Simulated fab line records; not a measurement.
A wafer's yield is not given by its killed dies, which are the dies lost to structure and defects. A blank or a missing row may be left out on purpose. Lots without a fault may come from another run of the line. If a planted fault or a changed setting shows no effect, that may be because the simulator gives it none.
Chamber matching :: flow n5-finfet :: 4 sister chambers for N5_SD_EPI_P_DESCUM_14 on rie-diel-02
The step chemistry O2, time 7.9 s. 20 wafers are shown with their chamber, then 10 later ones without.

== WAFERS, EACH WITH ITS CHAMBER ==
wafer: L075.1
chamber: 0
showerhead-plenum-p-Torr (Torr): 2.09
throttle-valve-pct (%): 20.57
drypump-motor-current-A (A): 5.8

wafer: L075.3
chamber: 3
showerhead-plenum-p-Torr (Torr): 2.07
throttle-valve-pct (%): 20.14
drypump-motor-current-A (A): 5.8

wafer: L075.5
chamber: 3
showerhead-plenum-p-Torr (Torr): 2.07
throttle-valve-pct (%): 20.13
drypump-motor-current-A (A): 5.9

wafer: L076.1
chamber: 2
showerhead-plenum-p-Torr (Torr): 2.19
throttle-valve-pct (%): 20.56
drypump-motor-current-A (A): 6.3

wafer: L076.4
chamber: 1
showerhead-plenum-p-Torr (Torr): 2.04
throttle-valve-pct (%): 20.75
drypump-motor-current-A (A): 6.0

wafer: L076.6
chamber: 2
showerhead-plenum-p-Torr (Torr): 2.19
throttle-valve-pct (%): 20.54
drypump-motor-current-A (A): 6.3

wafer: L077.2
chamber: 3
showerhead-plenum-p-Torr (Torr): 2.07
throttle-valve-pct (%): 20.13
drypump-motor-current-A (A): 5.8

wafer: L077.5
chamber: 1
showerhead-plenum-p-Torr (Torr): 2.04
throttle-valve-pct (%): 20.78
drypump-motor-current-A (A): 6.0

wafer: L077.6
chamber: 0
showerhead-plenum-p-Torr (Torr): 2.09
throttle-valve-pct (%): 20.58
drypump-motor-current-A (A): 5.8

wafer: L078.1
chamber: 1
showerhead-plenum-p-Torr (Torr): 2.04
throttle-valve-pct (%): 20.74
drypump-motor-current-A (A): 6.0

wafer: L078.2
chamber: 2
showerhead-plenum-p-Torr (Torr): 2.19
throttle-valve-pct (%): 20.56
drypump-motor-current-A (A): 6.2

wafer: L078.4
chamber: 3
showerhead-plenum-p-Torr (Torr): 2.07
throttle-valve-pct (%): 20.15
drypump-motor-current-A (A): 5.8

wafer: L082.1
chamber: 2
showerhead-plenum-p-Torr (Torr): 2.19
throttle-valve-pct (%): 20.57
drypump-motor-current-A (A): 6.3

wafer: L082.3
chamber: 3
showerhead-plenum-p-Torr (Torr): 2.07
throttle-valve-pct (%): 20.16
drypump-motor-current-A (A): 5.8

wafer: L082.6
chamber: 3
showerhead-plenum-p-Torr (Torr): 2.07
throttle-valve-pct (%): 20.16
drypump-motor-current-A (A): 5.8

wafer: L088.1
chamber: 2
showerhead-plenum-p-Torr (Torr): 2.19
throttle-valve-pct (%): 20.57
drypump-motor-current-A (A): 6.2

wafer: L088.2
chamber: 0
showerhead-plenum-p-Torr (Torr): 2.08
throttle-valve-pct (%): 20.61
drypump-motor-current-A (A): 5.8

wafer: L088.4
chamber: 1
showerhead-plenum-p-Torr (Torr): 2.03
throttle-valve-pct (%): 20.79
drypump-motor-current-A (A): 6.0

wafer: L089.2
chamber: 1
showerhead-plenum-p-Torr (Torr): 2.03
throttle-valve-pct (%): 20.79
drypump-motor-current-A (A): 6.0

wafer: L089.3
chamber: 0
showerhead-plenum-p-Torr (Torr): 2.08
throttle-valve-pct (%): 20.62
drypump-motor-current-A (A): 5.8

SIGNATURES, as means of the wafers listed above
reading: showerhead-plenum-p-Torr
chamber 0: 2.0850
chamber 1: 2.0360
chamber 2: 2.1900
chamber 3: 2.0700
scatter within a chamber: 0.00371

reading: throttle-valve-pct
chamber 0: 20.5950
chamber 1: 20.7700
chamber 2: 20.5600
chamber 3: 20.1450
scatter within a chamber: 0.0185

reading: drypump-motor-current-A
chamber 0: 5.800
chamber 1: 6.000
chamber 2: 6.260
chamber 3: 5.817
scatter within a chamber: 0.0356
Rule: a wafer lies at a distance from a chamber equal to the root of the sum of squares, over the readings, of (its reading less the chamber's mean, divided by the reading's scatter). If the next closest chamber is less than 2 further off than the closest, the wafer can't be placed; otherwise it belongs to the closest. The scatter is the square root of a quotient: the sum, over the shown wafers, of each reading's squared deviation from its chamber's mean, divided by wafers minus chambers.

== WAFERS WITHOUT THEIR CHAMBER ==
wafer: L089.5
showerhead-plenum-p-Torr (Torr): 2.03
throttle-valve-pct (%): 20.78
drypump-motor-current-A (A): 6.0

wafer: L092.1
showerhead-plenum-p-Torr (Torr): 2.08
throttle-valve-pct (%): 20.63
drypump-motor-current-A (A): 5.8

wafer: L092.2
showerhead-plenum-p-Torr (Torr): 2.03
throttle-valve-pct (%): 20.80
drypump-motor-current-A (A): 6.0

wafer: L092.5
showerhead-plenum-p-Torr (Torr): 2.03
throttle-valve-pct (%): 20.80
drypump-motor-current-A (A): 6.0

wafer: L093.4
showerhead-plenum-p-Torr (Torr): 2.06
throttle-valve-pct (%): 20.18
drypump-motor-current-A (A): 5.9

wafer: L093.5
showerhead-plenum-p-Torr (Torr): 2.03
throttle-valve-pct (%): 20.80
drypump-motor-current-A (A): 6.0

wafer: L093.6
showerhead-plenum-p-Torr (Torr): 2.08
throttle-valve-pct (%): 20.63
drypump-motor-current-A (A): 5.8

wafer: L097.1
showerhead-plenum-p-Torr (Torr): 2.06
throttle-valve-pct (%): 20.18
drypump-motor-current-A (A): 5.9

wafer: L097.3
showerhead-plenum-p-Torr (Torr): 2.18
throttle-valve-pct (%): 20.61
drypump-motor-current-A (A): 6.2

wafer: L097.5
showerhead-plenum-p-Torr (Torr): 2.02
throttle-valve-pct (%): 20.82
drypump-motor-current-A (A): 6.0

== THE CHAMBER EACH PASSED THROUGH ==
wafer: L089.5
from the rows above: 1
in truth: 1

wafer: L092.1
from the rows above: 0
in truth: 0

wafer: L092.2
from the rows above: 1
in truth: 1

wafer: L092.5
from the rows above: 1
in truth: 1

wafer: L093.4
from the rows above: 3
in truth: 3

wafer: L093.5
from the rows above: 1
in truth: 1

wafer: L093.6
from the rows above: 0
in truth: 0

wafer: L097.1
from the rows above: 3
in truth: 3

wafer: L097.3
from the rows above: 2
in truth: 2

wafer: L097.5
from the rows above: 1
in truth: 1
Correct placement for 10 of the 10. Left unplaced by these rows: 0. 0 placed wrongly.
